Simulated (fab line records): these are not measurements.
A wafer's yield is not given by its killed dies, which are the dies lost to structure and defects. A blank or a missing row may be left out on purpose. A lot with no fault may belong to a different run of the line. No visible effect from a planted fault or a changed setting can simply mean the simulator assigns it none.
Matching of chambers    flow n5 finfet    N5_BEOL_M7_STRIP_19 on rie diel-03: 4 sister chambers
The step strips in O2. 4 wafers are shown with their chamber, then 7 later ones without.

WAFERS, EACH WITH ITS CHAMBER
wafer   chamber  throttle valve pct (%)
L080.2  2        16.53
L081.1  1        17.00
L088.2  3        16.90
L088.3  0        16.32

WAFERS WHOSE CHAMBER IS MISSING
wafer   throttle valve pct (%)
L088.5  16.58
L087.2  16.93
L087.3  16.57
L087.5  16.93
L097.1  17.05
L097.2  16.93
L097.6  16.37

CHAMBER TAKEN BY EACH
wafer   from the rows above      in truth
L088.5  2                        2
L087.2  can't be placed: 3 or 1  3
L087.3  2                        2
L087.5  can't be placed: 3 or 1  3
L097.1  1                        1
L097.2  can't be placed: 3 or 1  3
L097.6  0                        0
Correctly placed: 4 of 7. Not placeable from these rows: 3 (in 3, the candidates include the true chamber). Wrongly placed: 0.
How it was worked out, from the rows above alone: a wafer's distance from a chamber is the root of the sum, over the readings, of the square of ((its reading less the chamber's mean) divided by the reading's scatter). If the next closest chamber is less than 2 further off than the closest, the wafer can't be placed; otherwise it belongs to the closest. A chamber's mean is the mean of its shown wafers. The scatter: with one shown wafer a chamber, the root of the mean of the squares of how far each hidden wafer lies from its nearest shown one.
